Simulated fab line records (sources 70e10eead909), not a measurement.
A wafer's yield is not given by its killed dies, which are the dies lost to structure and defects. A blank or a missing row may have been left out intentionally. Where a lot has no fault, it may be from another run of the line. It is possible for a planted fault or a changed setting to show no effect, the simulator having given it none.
fab line records    flow nand-harc
record: lots: 5  wafers: 15  last-day: 24
route steps=1159 shown A_CHANNEL_HOLE_D1@450 END@1159
lots untouched by any fault: they come from a run of this same line in which no faults occurred
start-h: the number of hours between the record's first day and the start of the first shown wafer of the lot    wait-h: how many hours have passed since the lot's step before this one    " same as the row above    L1.1+2: a single row standing in for several wafers    - no value, or no start given    * or withheld: withheld    < > ~ a bound
route shown NAME@n: a module of which the file shows steps, and the number in the route of the first    usual: the fault-free wafers' mean and standard deviation    same: alike in all rows    chamber/n: place in a boat    sites: per-site readings    _std_site: standard deviation across them    _edge_site: the outer-site mean with the inner-site mean subtracted    radius-mm: for every site, how far away it sits from the centre of the wafer    mask NAME#n: copy n    behind: the tool/chamber that last shaped the wafer    hold: why the lot was held/for how many hours/how that ended    device: the n, p or np transistor that did not switch    end of line: tests of these same wafers at the route's end    step lacking rows: just its recipe    killed: dies that structure and defects cost at the first sort, which is not the same as the wafer's yield    map: shows each die of a wafer: x if killed, . if not, _ if none is there
set.NAME: setting as actually run; set.NAME@STEP: the setting as run at that earlier step    model.NAME: the simulator's own value behind a step, which no gauge read
lots at selected steps of the route; one table per step, one row per wafer
services: from which hour (start-h, from the record's first day; less than 0 if before it) a tool's chamber was out of use, for how many hours, and why
== steps ==
step: NHARC_A_CHANNEL_HOLE_D1_DEP_00
recipe: target-thk-a: 31000  temp-c: 400  material: aC
step: NHARC_A_CHANNEL_HOLE_D1_DEP_01
recipe: target-thk-a: 1400  target-thk-nm: 140  temp-c: 400  pressure-torr: 3.5  flow-sccm: 200  rf-w: 350  material: SiON
step: NHARC_A_CHANNEL_HOLE_D1_DEHYDRATE_02
recipe: temp-c: 150  time-s: 120
step: NHARC_A_CHANNEL_HOLE_D1_HMDS_03
recipe: time-s: 30
step: NHARC_A_CHANNEL_HOLE_D1_COAT_36
recipe: temp-c: 260  time-s: 75
step: NHARC_A_CHANNEL_HOLE_D1_COAT_37
recipe: temp-c: 225  time-s: 65
step: NHARC_A_CHANNEL_HOLE_D1_COAT_04
recipe: spin-rpm: 1500  resist-thk-nm: 90
step: NHARC_A_CHANNEL_HOLE_D1_SOFTBAKE_05
recipe: temp-c: 105  time-s: 55
step: NHARC_A_CHANNEL_HOLE_D1_EBR_06
step: NHARC_A_CHANNEL_HOLE_D1_EXPOSE_07
recipe: na: 1.35  target-cd-nm: 100  sigma-outer: 0.3  dose-mj: 59.65  mask-id: HOLE_D1
usual: exposure-dose-mJ-cm2: 59.63/0.058  reticle-temp-C: 23.02/0.1
lot.wafer  tool             chamber  start-h  wait-h  mask       exposure-dose-mJ-cm2  reticle-temp-C
L216.4     arfi-scanner-02  0        185.18   -       HOLE_D1#0  59.62                 23.13
L216.5     "                0        "        "       HOLE_D1#0  59.64                 23.06
L216.6     "                0        "        "       HOLE_D1#0  59.68                 22.90
L228.1     arfi-scanner-02  0        253.15   -       HOLE_D1#0  54.90                 23.02
L228.2     "                0        "        "       HOLE_D1#0  54.85                 23.15
L228.3     "                0        "        "       HOLE_D1#0  54.98                 22.95
L231.1     arfi-scanner-02  0        276.54   -       HOLE_D1#0  55.86                 22.87
L231.3     "                0        "        "       HOLE_D1#0  55.90                 23.05
L231.4     "                0        "        "       HOLE_D1#0  55.85                 23.11
L233.1     arfi-scanner-02  0        284.40   -       HOLE_D1#0  56.59                 23.06
L233.3     "                0        "        "       HOLE_D1#0  56.53                 23.02
L233.4     "                0        "        "       HOLE_D1#0  56.57                 23.03
L235.1     arfi-scanner-01  0        284.56   -       HOLE_D1#0  59.60                 22.95
L235.4     "                0        "        "       HOLE_D1#0  59.65                 22.87
L235.6     "                0        "        "       HOLE_D1#0  59.66                 23.03
step: NHARC_A_CHANNEL_HOLE_D1_PEB_08
recipe: peb-temp-c: 100  peb-time-s: 65
step: NHARC_A_CHANNEL_HOLE_D1_DEVELOP_09
recipe: develop-time-s: 35  dev-temp-c: 23
step: NHARC_A_CHANNEL_HOLE_D1_CD_MEAS_10
recipe: target-cd-nm: 100  landing-energy-ev: 500
usual: cd-nm: 100.2/0.57
lot.wafer  tool       chamber  start-h  wait-h  cd-nm
L216.4     cd-sem-03  0        185.31   -       101.0
L216.5     "          0        "        "       100.5
L216.6     "          0        "        "       101.1
L228.1     cd-sem-01  0        253.29   -       96.6
L228.2     "          0        "        "       96.2
L228.3     "          0        "        "       96.1
L231.1     cd-sem-03  0        276.67   -       97.6
L231.3     "          0        "        "       97.7
L231.4     "          0        "        "       97.9
L233.1     cd-sem-02  0        284.54   -       97.5
L233.3     "          0        "        "       97.8
L233.4     "          0        "        "       96.7
L235.1     cd-sem-01  0        284.70   -       99.4
L235.4     "          0        "        "       99.5
L235.6     "          0        "        "       99.7
step: NHARC_A_CHANNEL_HOLE_D1_DESCUM_15
recipe: time-s: 3  o2-flow-sccm: 200  ar-flow-sccm: 0  bias-power-w: 0  chemistry: O2
usual: drypump-motor-current-A: 5.7/0.55  oes-product-au: 1.000/0.0095  rf-vpp-V: 57.8/0.9  showerhead-plenum-p-Torr: 1.91/0.1  throttle-valve-pct: 11.312/0.0091
lot.wafer  tool         chamber  start-h  wait-h  drypump-motor-current-A  oes-product-au  rf-hours-counter-h  rf-vpp-V  showerhead-plenum-p-Torr  throttle-valve-pct  model.A_CHANNEL_HOLE_D1.cd-nm
L216.4     rie-diel-09  1        185.51   0.1     5.1                      1.005           8                   56.9      1.93                      11.297              100.9
L216.6     "            3        "        "       5.3                      0.993           -                   59.3      2.05                      11.309              100.9
L216.5     "            0        "        "       5.1                      0.998           -                   57.7      1.80                      11.302              100.7
L228.1     rie-diel-08  1        253.50   0.1     6.6                      1.007           7                   59.4      2.01                      11.317              95.74
L228.2     "            2        "        "       5.6                      0.990           7                   59.5      1.99                      11.307              96.04
L228.3     "            0        "        "       6.4                      0.998           5                   58.5      2.00                      11.303              95.39
L231.3     rie-diel-09  2        276.86   0.1     5.3                      0.996           1                   57.4      1.80                      11.314              97.7
L231.1     "            3        "        "       5.3                      0.999           1                   57.0      2.04                      11.307              97.33
L231.4     "            1        "        "       5.1                      1.016           1                   57.8      1.93                      11.322              97.58
L233.3     rie-diel-09  3        284.73   0.1     5.3                      1.000           1                   57.7      2.04                      11.317              97.27
L233.4     "            1        "        "       5.1                      0.995           2                   57.9      1.93                      11.329              96.35
L233.1     "            2        "        "       5.3                      0.998           2                   57.5      1.80                      11.298              97.54
L235.1     rie-diel-01  1        284.88   0.1     5.7                      1.002           10                  56.0      1.80                      11.300              98.82
L235.4     "            2        "        "       6.5                      0.984           10                  57.2      1.84                      11.300              100.3
L235.6     "            2        "        "       6.5                      0.993           -                   58.7      1.84                      11.315              100.8
step: NHARC_A_CHANNEL_HOLE_D1_ETCH_38
recipe: target-depth-a: 390  over-etch-frac: 0.3  time-s: 65  ion-energy-ev: 80  cf4-flow-sccm: 150  ar-flow-sccm: 0  rf-w: 300  bias-w: 100  chemistry: CF4
step: NHARC_A_CHANNEL_HOLE_D1_ETCH_39
recipe: target-depth-a: 2600  over-etch-frac: 0.3  time-s: 325  ion-energy-ev: 200  n2-flow-sccm: 150  h2-flow-sccm: 150  ar-flow-sccm: 0  rf-w: 400  bias-w: 150  chemistry: N2/H2
step: NHARC_A_CHANNEL_HOLE_D1_ETCH_34
recipe: target-depth-a: 1540  time-s: 77  cf4-flow-sccm: 100  chf3-flow-sccm: 30  ar-flow-sccm: 0  rf-w: 500  bias-w: 200  chemistry: CF4/CHF3
step: NHARC_A_CHANNEL_HOLE_D1_ETCH_16
recipe: target-depth-a: 31000  over-etch-frac: 0.3  time-s: 806  ion-energy-ev: 150  o2-flow-sccm: 400  cos-flow-sccm: 20  ar-flow-sccm: 0  rf-w: 500  bias-w: 300  chemistry: O2/COS
step: NHARC_A_CHANNEL_HOLE_D1_ETCH_19
recipe: bias-v: 1200  source-w: 2500  pressure-mtorr: 15  time-s: 34.5  ar-flow-sccm: 375  c4f8-flow-sccm: 28.8  o2-flow-sccm: 96.2  temp-c: -20  target-depth-a: *  chemistry: C4F8/O2/Ar
step: NHARC_A_CHANNEL_HOLE_D1_ETCH_20
recipe: bias-v: 3000  source-w: withheld  pressure-mtorr: 20  time-s: 361.9  ar-flow-sccm: 375  c4f8-flow-sccm: 89.3  o2-flow-sccm: 35.7  temp-c: -20  target-depth-a: 16000  chemistry: C4F8/O2/Ar
step: NHARC_A_CHANNEL_HOLE_D1_ETCH_21
recipe: bias-v: 3000  source-w: withheld  pressure-mtorr: 20  time-s: 514.3  ar-flow-sccm: 375  c4f8-flow-sccm: 89.3  o2-flow-sccm: 35.7  temp-c: -20  target-depth-a: 16000  chemistry: C4F8/O2/Ar
step: NHARC_A_CHANNEL_HOLE_D1_ETCH_22
recipe: bias-v: 3000  source-w: withheld  pressure-mtorr: 20  time-s: 666.7  ar-flow-sccm: 375  c4f8-flow-sccm: 89.3  o2-flow-sccm: 35.7  temp-c: -20  target-depth-a: 16000  chemistry: C4F8/O2/Ar
step: NHARC_A_CHANNEL_HOLE_D1_ETCH_23
recipe: bias-v: 5000  source-w: withheld  pressure-mtorr: 20  time-s: 819  ar-flow-sccm: 375  c4f8-flow-sccm: 89.3  o2-flow-sccm: 35.7  temp-c: -20  target-depth-a: 16000  chemistry: C4F8/O2/Ar
step: NHARC_A_CHANNEL_HOLE_D1_ETCH_24
recipe: bias-v: 5000  source-w: withheld  pressure-mtorr: 20  time-s: 906.2  ar-flow-sccm: 375  c4f8-flow-sccm: 93.8  o2-flow-sccm: 31.2  temp-c: -20  target-depth-a: 15000  chemistry: C4F8/O2/Ar
step: NHARC_A_CHANNEL_HOLE_D1_ETCH_25
recipe: bias-v: 5000  source-w: withheld  pressure-mtorr: 20  time-s: 1040.2  ar-flow-sccm: 375  c4f8-flow-sccm: 93.8  o2-flow-sccm: 31.2  temp-c: -20  target-depth-a: 15000  chemistry: C4F8/O2/Ar
step: NHARC_A_CHANNEL_HOLE_D1_ETCH_26
recipe: bias-v: 300  source-w: 2000  pressure-mtorr: 30  time-s: 224.1  ar-flow-sccm: 375  c4f8-flow-sccm: 11.4  o2-flow-sccm: 113.6  temp-c: -20  target-depth-a: 3000  chemistry: C4F8/O2/Ar
step: NHARC_A_CHANNEL_HOLE_D1_ETCH_33
recipe: bias-v: 400  source-w: 2000  pressure-mtorr: 25  time-s: 90  ar-flow-sccm: 375  c4f8-flow-sccm: 41.7  o2-flow-sccm: 83.3  temp-c: -20  target-depth-a: 4000  chemistry: C4F8/O2/Ar
step: NHARC_A_CHANNEL_HOLE_D1_STRIP_41
recipe: n2-flow-sccm: 150  h2-flow-sccm: 150  ar-flow-sccm: 0  bias-w: 0  chemistry: N2/H2
step: NHARC_A_CHANNEL_HOLE_D1_STRIP_42
recipe: cf4-flow-sccm: 100  chf3-flow-sccm: 30  ar-flow-sccm: 0  bias-w: 0  chemistry: CF4/CHF3
step: NHARC_A_CHANNEL_HOLE_D1_STRIP_43
recipe: o2-flow-sccm: 400  cos-flow-sccm: 20  ar-flow-sccm: 0  bias-w: 0  chemistry: O2/COS
step: NHARC_A_CHANNEL_HOLE_D1_ETCH_44
recipe: target-depth-a: 1400  overetch-a: 140  time-s: 77  ion-energy-ev: 100  cf4-flow-sccm: 80  o2-flow-sccm: 20  ar-flow-sccm: 0  rf-w: 300  bias-w: 100  chemistry: CF4/O2
usual: drypump-motor-current-A: 5.7/0.53  oes-product-au: 1.000/0.0099  rf-vpp-V: 197.8/1.6  showerhead-plenum-p-Torr: 1.33/0.067  throttle-valve-pct: 13.396/0.0095
lot.wafer  tool         chamber  start-h  wait-h  drypump-motor-current-A  oes-product-au  rf-hours-counter-h  rf-vpp-V  showerhead-plenum-p-Torr  throttle-valve-pct  model.A_CHANNEL_HOLE_D1.cd-nm
L216.4     rie-diel-01  0        191.41   0.1     5.9                      0.979           4                   195.4     1.24                      13.400              90.85
L216.5     "            2        "        "       6.5                      0.986           -                   196.2     1.29                      13.393              90.95
L216.6     "            3        "        "       5.1                      0.998           -                   198.6     1.38                      13.383              90.75
L228.1     rie-diel-01  1        262.42   0.1     5.7                      1.004           9                   196.5     1.26                      13.393              85.58
L228.2     "            2        "        "       6.5                      1.003           8                   197.5     1.29                      13.406              87.31
L228.3     "            0        "        "       5.9                      0.995           9                   195.5     1.24                      13.395              89.23
L231.4     rie-diel-01  3        282.79   0.0     5.1                      0.998           10                  201.7     1.38                      13.400              88.46
L231.1     "            0        "        "       5.9                      0.999           10                  196.2     1.24                      13.397              88.17
L231.3     "            2        "        "       6.5                      0.994           10                  196.9     1.29                      13.391              88.79
L233.3     rie-diel-01  2        290.83   0.1     6.5                      0.989           11                  196.5     1.29                      13.380              90.06
L233.1     "            3        "        "       5.1                      1.005           11                  197.5     1.38                      13.396              89.44
L233.4     "            1        "        "       5.7                      1.000           10                  197.0     1.26                      13.397              85.72
L235.1     rie-diel-01  2        294.68   0.1     6.5                      1.004           11                  197.5     1.29                      13.392              89.47
L235.4     "            3        "        "       5.1                      1.002           11                  197.3     1.38                      13.390              90.95
L235.6     "            0        "        "       5.9                      0.986           -                   196.6     1.24                      13.407              91.1
step: NHARC_A_CHANNEL_HOLE_D1_STRIP_27
recipe: o2-flow-sccm: 500  ar-flow-sccm: 0  bias-w: 0  chemistry: O2
step: NHARC_END_SORT_01
recipe: temp-c: 25
usual: killed-at-array: 25/9.2  killed-at-other: 0.9/1.3  killed-at-periphery: 3.3/2.3  killed-dies: 29/9.6  killed-open: 3.2/1.8  killed-short: 2/1.4
same: gross-dies: 677
lot.wafer  tool       chamber  start-h  wait-h  killed-at-array  killed-at-other  killed-at-periphery  killed-dies  killed-open  killed-short
L228.2     prober-01  0        513.05   2.8     17               0                3                    20           2            2
L231.4     prober-01  0        554.09   3.4     30               0                3                    33           0            0
killed by level:class
L228.2 A_CHANNEL_HOLE_D1:chamber-film-flake=6 A_STAIRCASE:chamber-film-flake=3 A_SGD_CUT:chamber-film-flake=3 A_CONTACT:chamber-film-flake=2 P_M0:geometric-particle:open=1 P_M2:geometric-particle:short=1 A_CHANNEL_FILL_D1:geometric-particle:open=1 A_CONTACT:geometric-particle:short=1
L231.4 A_CHANNEL_HOLE_D1:chamber-film-flake=13 A_SLIT:chamber-film-flake=13 A_CONTACT:chamber-film-flake=4 P_M1:chamber-film-flake=2 P_ZERO_WELL:chamber-film-flake=1
== services ==
tool             chamber  start-h  hours  kind
rie-diel-01      0        171.37   -      clean
rie-diel-01      1        171.37   -      clean
rie-diel-01      2        171.37   -      clean
rie-diel-01      3        171.37   -      clean
rie-diel-01      1        171.68   6.1    repair
rie-diel-09      3        190.42   2.4    repair
rie-diel-08      0        193.41   4.6    repair
rie-diel-01      0        195.87   -      clean
rie-diel-01      1        195.87   -      clean
rie-diel-01      2        195.87   -      clean
rie-diel-01      3        195.87   -      clean
arfi-scanner-01  -        196.00   4.0    pm
rie-diel-01      2        198.52   5.2    repair
rie-diel-08      0        199.38   19.4   repair
arfi-scanner-01  -        211.15   0.7    repair
rie-diel-08      3        216.15   1.7    repair
rie-diel-01      0        220.37   -      clean
rie-diel-01      1        220.37   -      clean
rie-diel-01      2        220.37   -      clean
rie-diel-01      3        220.37   -      clean
rie-diel-09      2        241.72   6.3    repair
arfi-scanner-01  -        242.55   1.0    repair
rie-diel-09      -        254.11   9.0    pm
rie-diel-08      0        291.70   6.6    repair
== key ==
first-sign: step: NHARC_A_CHANNEL_HOLE_D1_EXPOSE_07  reading: exposure-dose-mJ-cm2  direction: down  sigmas: 66  usual: 59.63  struck: 55.78
effect: step: NHARC_A_CHANNEL_HOLE_D1_CD_MEAS_10  reading: cd-nm  direction: down  sigmas: 5.3  usual: 100.2  struck: 97.1  through: control-loop
model-effect: step: NHARC_A_CHANNEL_HOLE_D1_DESCUM_15  value: A_CHANNEL_HOLE_D1.cd-nm  without: 99.94  struck: 96.77
model-effect: step: NHARC_A_CHANNEL_HOLE_D1_ETCH_44  value: A_CHANNEL_HOLE_D1.cd-nm  without: 91.25  struck: 88.08
met-at NHARC_A_CHANNEL_HOLE_D1_EXPOSE_07
struck-wafers L228.1,L228.2,L228.3,L231.1,L231.3,L231.4,L233.1,L233.3,L233.4
tester-left-out L228,L231,L233
loop-trim: step: NHARC_A_CHANNEL_HOLE_D1_EXPOSE_07  setting: dose  lots: L231,L233
onset-between 185.18 253.15
fault: kind: process-parameter-drift  tool: arfi-scanner-02  chamber: -  onset-h: 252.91  steps: NHARC_A_CHANNEL_HOLE_D1_EXPOSE_07  channel: dose-mj  offset: -4.6795  shape: step  acts-in: these-recipes-only  stated: 59.65
tester-left-out: of these lots the tester's yield and bins aren't shown, on N5 and GAA mostly nor the transistor test; their killed dies are dies lost to structure and defects alone, not to doping, threshold or leakage, so they don't give the yield
loop-trim: a control loop set the setting to another value than it would have without faults
